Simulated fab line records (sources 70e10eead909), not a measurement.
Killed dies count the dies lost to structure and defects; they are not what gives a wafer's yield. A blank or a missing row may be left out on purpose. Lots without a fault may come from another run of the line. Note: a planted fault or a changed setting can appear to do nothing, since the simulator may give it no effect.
A sampling plan put to the test / flow nand-harc / one line in one fab, 20 faults in these records, each fault weighed on the records of the lots it struck
Plan = the line's own looks (route steps where a gauge or an inspection reads the wafer without altering it). A look can be judged if struck wafers have a number there and the file gives its usual mean and standard deviation on fault-free wafers. Caught: a look later than the fault's first step finds the struck wafers' mean 4 or more of those standard deviations (sigma) from the usual mean. On the tool: the test repeated on the tool's own readings taken at the fault's steps. It also counts as caught if the struck wafers ran another recipe or if their record alone is blank.

## THE FAULTS, as the simulator had put them in
1. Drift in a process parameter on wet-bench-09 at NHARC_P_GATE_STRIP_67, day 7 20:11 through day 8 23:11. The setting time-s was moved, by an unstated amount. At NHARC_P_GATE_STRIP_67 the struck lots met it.
2. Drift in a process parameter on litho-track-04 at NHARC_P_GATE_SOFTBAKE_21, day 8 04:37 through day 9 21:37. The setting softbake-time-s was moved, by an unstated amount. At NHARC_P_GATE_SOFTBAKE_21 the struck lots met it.
3. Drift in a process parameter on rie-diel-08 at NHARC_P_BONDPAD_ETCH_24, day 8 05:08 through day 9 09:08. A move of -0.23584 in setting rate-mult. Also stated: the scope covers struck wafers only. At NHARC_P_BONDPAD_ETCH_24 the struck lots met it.
4. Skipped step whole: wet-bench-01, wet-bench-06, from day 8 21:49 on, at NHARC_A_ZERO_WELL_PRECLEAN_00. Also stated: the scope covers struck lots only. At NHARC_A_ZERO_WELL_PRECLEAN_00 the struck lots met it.
5. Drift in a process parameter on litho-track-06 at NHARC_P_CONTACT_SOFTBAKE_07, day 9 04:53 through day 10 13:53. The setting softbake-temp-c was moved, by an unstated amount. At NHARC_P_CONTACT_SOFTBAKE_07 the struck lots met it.
6. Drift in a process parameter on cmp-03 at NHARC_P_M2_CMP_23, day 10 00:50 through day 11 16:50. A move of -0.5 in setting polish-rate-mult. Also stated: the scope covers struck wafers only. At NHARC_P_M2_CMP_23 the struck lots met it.
7. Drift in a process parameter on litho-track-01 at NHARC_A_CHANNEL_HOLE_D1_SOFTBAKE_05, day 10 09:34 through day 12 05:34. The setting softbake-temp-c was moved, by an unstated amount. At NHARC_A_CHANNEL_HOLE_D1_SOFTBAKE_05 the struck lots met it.
8. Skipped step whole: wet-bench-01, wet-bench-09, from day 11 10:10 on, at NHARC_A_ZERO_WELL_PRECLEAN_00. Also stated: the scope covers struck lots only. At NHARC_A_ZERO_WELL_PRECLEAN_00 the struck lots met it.
9. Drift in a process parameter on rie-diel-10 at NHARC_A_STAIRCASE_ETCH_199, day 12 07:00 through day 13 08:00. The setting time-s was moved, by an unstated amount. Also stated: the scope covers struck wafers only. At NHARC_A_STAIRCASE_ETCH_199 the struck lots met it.
10. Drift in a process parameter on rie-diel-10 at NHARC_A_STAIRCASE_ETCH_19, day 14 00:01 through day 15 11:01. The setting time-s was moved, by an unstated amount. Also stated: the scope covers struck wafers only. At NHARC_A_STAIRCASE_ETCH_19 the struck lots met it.
11. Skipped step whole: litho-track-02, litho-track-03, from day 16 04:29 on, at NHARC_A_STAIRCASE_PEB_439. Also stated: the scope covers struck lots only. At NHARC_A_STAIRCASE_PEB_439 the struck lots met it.
12. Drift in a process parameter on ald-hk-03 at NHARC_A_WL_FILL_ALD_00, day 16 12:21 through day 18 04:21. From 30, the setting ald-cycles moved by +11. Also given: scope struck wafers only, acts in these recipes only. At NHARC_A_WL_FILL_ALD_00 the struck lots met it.
13. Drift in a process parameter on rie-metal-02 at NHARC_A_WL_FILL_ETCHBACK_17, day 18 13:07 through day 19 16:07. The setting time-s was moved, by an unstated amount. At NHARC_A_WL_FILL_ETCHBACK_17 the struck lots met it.
14. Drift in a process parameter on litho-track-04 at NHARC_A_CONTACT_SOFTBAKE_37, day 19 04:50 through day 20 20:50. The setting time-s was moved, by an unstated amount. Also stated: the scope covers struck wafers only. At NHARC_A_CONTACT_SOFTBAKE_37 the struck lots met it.
15. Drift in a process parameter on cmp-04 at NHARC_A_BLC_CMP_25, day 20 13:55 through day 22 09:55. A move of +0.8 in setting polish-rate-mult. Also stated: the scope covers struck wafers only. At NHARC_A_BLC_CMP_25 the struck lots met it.
16. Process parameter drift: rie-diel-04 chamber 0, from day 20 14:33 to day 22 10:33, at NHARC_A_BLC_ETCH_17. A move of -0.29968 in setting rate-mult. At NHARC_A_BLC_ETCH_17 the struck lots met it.
17. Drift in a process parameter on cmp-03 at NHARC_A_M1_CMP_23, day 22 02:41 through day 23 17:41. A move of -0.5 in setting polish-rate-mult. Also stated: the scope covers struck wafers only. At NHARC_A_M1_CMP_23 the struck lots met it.
18. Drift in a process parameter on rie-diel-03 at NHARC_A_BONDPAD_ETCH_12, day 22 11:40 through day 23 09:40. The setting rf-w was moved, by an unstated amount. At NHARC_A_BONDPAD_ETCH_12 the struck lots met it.
19. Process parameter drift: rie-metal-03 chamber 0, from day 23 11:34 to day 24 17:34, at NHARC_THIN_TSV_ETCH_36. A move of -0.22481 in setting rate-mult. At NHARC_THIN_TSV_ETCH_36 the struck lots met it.
20. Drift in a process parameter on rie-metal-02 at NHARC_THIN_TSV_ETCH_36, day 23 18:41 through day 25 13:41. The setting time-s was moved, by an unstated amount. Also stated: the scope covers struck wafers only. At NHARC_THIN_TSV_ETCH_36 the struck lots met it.

## WHAT THE PLAN SAW
fault=1; on the tool itself=run-length-s -99 or beyond sigma; first look that catches it=not the one look that can be judged after it; reading, sigma=-; median hours from its first step to that look=-; hours from the fault's start to the first struck lot there=-; judged looks passed uncaught=1
fault=2; on the tool itself=heater-power-total-W +99 or beyond sigma; first look that catches it=not the one look that can be judged after it; reading, sigma=-; median hours from its first step to that look=-; hours from the fault's start to the first struck lot there=-; judged looks passed uncaught=1
fault=3; on the tool itself=oes-product-au -14 sigma; first look that catches it=not the one look that can be judged after it; reading, sigma=-; median hours from its first step to that look=-; hours from the fault's start to the first struck lot there=-; judged looks passed uncaught=1
fault=4; on the tool itself=the tool's record is blank for the struck wafers; first look that catches it=no look after it can be judged; reading, sigma=-; median hours from its first step to that look=-; hours from the fault's start to the first struck lot there=-; judged looks passed uncaught=0
fault=5; on the tool itself=heater-power-total-W +99 or beyond sigma; first look that catches it=not the one look that can be judged after it; reading, sigma=-; median hours from its first step to that look=-; hours from the fault's start to the first struck lot there=-; judged looks passed uncaught=1
fault=6; on the tool itself=only faintly: time-to-endpoint-s +2.9 sigma; first look that catches it=NHARC_P_M2_INSPECT_27; reading, sigma=raw-defect-count +30; median hours from its first step to that look=0.5; hours from the fault's start to the first struck lot there=1; judged looks passed uncaught=0
fault=7; on the tool itself=heater-power-total-W +34 sigma; first look that catches it=not the one look that can be judged after it; reading, sigma=-; median hours from its first step to that look=-; hours from the fault's start to the first struck lot there=-; judged looks passed uncaught=1
fault=8; on the tool itself=the tool's record is blank for the struck wafers; first look that catches it=no look after it can be judged; reading, sigma=-; median hours from its first step to that look=-; hours from the fault's start to the first struck lot there=-; judged looks passed uncaught=0
fault=9; on the tool itself=run-length-s -10 sigma; first look that catches it=no look after it can be judged; reading, sigma=-; median hours from its first step to that look=-; hours from the fault's start to the first struck lot there=-; judged looks passed uncaught=0
fault=10; on the tool itself=run-length-s -15 sigma; first look that catches it=no look after it can be judged; reading, sigma=-; median hours from its first step to that look=-; hours from the fault's start to the first struck lot there=-; judged looks passed uncaught=0
fault=11; on the tool itself=the tool's record is blank for the struck wafers; first look that catches it=no look after it can be judged; reading, sigma=-; median hours from its first step to that look=-; hours from the fault's start to the first struck lot there=-; judged looks passed uncaught=0
fault=12; on the tool itself=under 2 sigma; first look that catches it=no look after it can be judged; reading, sigma=-; median hours from its first step to that look=-; hours from the fault's start to the first struck lot there=-; judged looks passed uncaught=0
fault=13; on the tool itself=run-length-s -24 sigma; first look that catches it=no look after it can be judged; reading, sigma=-; median hours from its first step to that look=-; hours from the fault's start to the first struck lot there=-; judged looks passed uncaught=0
fault=14; on the tool itself=heater-power-total-W +56 sigma; first look that catches it=none of the 2 looks that can be judged after it; reading, sigma=-; median hours from its first step to that look=-; hours from the fault's start to the first struck lot there=-; judged looks passed uncaught=2
fault=15; on the tool itself=time-to-endpoint-s -4.3 sigma; first look that catches it=no look after it can be judged; reading, sigma=-; median hours from its first step to that look=-; hours from the fault's start to the first struck lot there=-; judged looks passed uncaught=0
fault=16; on the tool itself=oes-product-au -20 sigma; first look that catches it=NHARC_END_SORT_01; reading, sigma=killed-at-array +64; median hours from its first step to that look=48.2; hours from the fault's start to the first struck lot there=76; judged looks passed uncaught=0
fault=17; on the tool itself=time-to-endpoint-s +4.3 sigma; first look that catches it=NHARC_A_M1_INSPECT_27; reading, sigma=raw-defect-count +36; median hours from its first step to that look=0.5; hours from the fault's start to the first struck lot there=5; judged looks passed uncaught=0
fault=18; on the tool itself=rf-fwd-power-W +31 sigma; first look that catches it=not the one look that can be judged after it; reading, sigma=-; median hours from its first step to that look=-; hours from the fault's start to the first struck lot there=-; judged looks passed uncaught=1
fault=19; on the tool itself=oes-product-au -13 sigma; first look that catches it=not the one look that can be judged after it; reading, sigma=-; median hours from its first step to that look=-; hours from the fault's start to the first struck lot there=-; judged looks passed uncaught=1
fault=20; on the tool itself=run-length-s -12 sigma; first look that catches it=no look after it can be judged; reading, sigma=-; median hours from its first step to that look=-; hours from the fault's start to the first struck lot there=-; judged looks passed uncaught=0
A dash: this means the fault isn't caught or the number doesn't appear in these records.

Caught at a look: 3 of 20. Caught on the tool: 18 of 20. By one or the other: 19 of 20.
Faults caught by the tool alone: 1, 2, 3, 4, 5, 7, 8, 9, 10, 11, 13, 14, 15, 18, 19, 20.
Caught at a look alone: fault 6.
Caught by neither: fault 12.

## THINNER SAMPLING
Were the look that catches a fault to measure just every second or every third lot (counted by lot number), the first struck lot would, at worst, be measured this late:
fault=6; struck lots at that look, in order of time=L781; every lot=1 h; every second lot=may miss it; every third lot=may miss it
fault=16; struck lots at that look, in order of time=L723, L719; every lot=76 h; every second lot=may miss all 2; every third lot=may miss all 2
fault=17; struck lots at that look, in order of time=L217, L219, L225; every lot=5 h; every second lot=may miss all 3; every third lot=may miss all 3
Hours are from the fault's start to the first struck lot that is measured. Since the struck wafers were tested as one group against 4 sigma, a single lot by itself may lie under the limit. Other struck lots may not be in these records.

## THE LONGEST TIMED WAY FROM STEP TO LOOK
Fault 16: the median time between NHARC_A_BLC_ETCH_17 and NHARC_END_SORT_01 is 48.2 hours. No look between them can be judged.
